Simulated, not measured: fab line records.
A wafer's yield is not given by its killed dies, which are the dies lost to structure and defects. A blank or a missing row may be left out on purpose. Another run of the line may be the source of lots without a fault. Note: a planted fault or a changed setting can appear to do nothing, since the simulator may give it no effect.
8D (eight disciplines) problem report, filled in by code -- flow nand-harc -- the parts of the form that need people (team, actions taken, sign-off) are left out

## 1. WHAT WENT WRONG
Mean of killed-at-array at NHARC_END_SORT_01: 673 across 9 wafers in 3 lots; on wafers with no fault it is 55 (standard deviation 17). Relative to the usual mean, that is a shift of +36 standard deviations.
First observed at day 28 20:32: wafer L343.2, on prober-01. The record has a number at this step for 9 wafers belonging to 3 lots. Rule for "out", or "out of limits": more than 4 standard deviations from the usual mean. The other wafers with a number count as sound.

## 2. WHAT IT IS, AND WHAT IT ISN'T
question,is,is not
which readings at this step,"killed-at-array, killed-dies","killed-at-other, killed-at-periphery, killed-open, killed-short"
which lots,"L343, L344, L345",-
which wafers of those lots,all that have a number,-
read on which gauges,"prober-01, prober-02",-
when,from day 28 20:32,up to then (0 sound wafers)

## 3. THE SUSPECTS, EACH WITH WHAT RULES IT OUT
Counting: a tool stays on the suspect list if, at a process step up to the reading, it processed all lots that are out and no sound lot following the first of them.
- ruled out: the gauge at NHARC_END_SORT_01. The wafers that are out were read on 2 gauges (prober-01, prober-02).
- rie-diel-05 at NHARC_A_BLC_ETCH_17 (etches the open film in N2/H2, target depth 390 nm, time 609.38 s): kept. It ran every lot that is out, first L344 (day 27 00:05), and no sound lot after that.
Remaining after the count: rie-diel-05 at NHARC_A_BLC_ETCH_17.

## 4. THE CAUSE (what the simulator had put in)
Skipped step whole: rie-diel-05, from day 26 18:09 on, at NHARC_A_BLC_ETCH_17. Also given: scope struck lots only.
After counting, this tool was the only one left.

## 5. THE EFFECT CHAIN, in route order
Each row: a reading where the mean over the struck wafers with a number is more than 3 standard deviations away from the usual. Only readings for which the record gives a usual standard deviation are gone through. hours: the time from each lot's start at the first step in this table that gives one to its start at this step, as a median over the lots. sigmas: the change in usual standard deviations.
hours,step,reading,usual,on struck wafers,change,sigmas
0,NHARC_END_SORT_01,killed-at-array,55,673,+618,+36
0,NHARC_END_SORT_01,killed-dies,59,677,+618,+36
Readings that are blank on the struck wafers while sound wafers have them: bias-w at NHARC_A_BLC_ETCH_17; chamber-pressure-mTorr at NHARC_A_BLC_ETCH_17; drypump-motor-current-A at NHARC_A_BLC_ETCH_17; oes-product-au at NHARC_A_BLC_ETCH_17; rf-fwd-power-W at NHARC_A_BLC_ETCH_17; rf-vpp-V at NHARC_A_BLC_ETCH_17; showerhead-plenum-p-Torr at NHARC_A_BLC_ETCH_17; throttle-valve-pct at NHARC_A_BLC_ETCH_17.

## 6. WHAT WOULD HAVE CAUGHT IT SOONER
In this record the first reading out of limits at a measuring or inspecting step was taken at day 28 20:32, 50 hours after the fault began at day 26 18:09.
At NHARC_A_BLC_ETCH_17 the tool's readings are blank on the struck wafers, where sound wafers have them: an empty tool record is the first sign, and it was there at once.
By day 28 20:32, every lot that is out (3) had started NHARC_A_BLC_ETCH_17 on rie-diel-05. Tool hold at that time: it would have spared none of them.
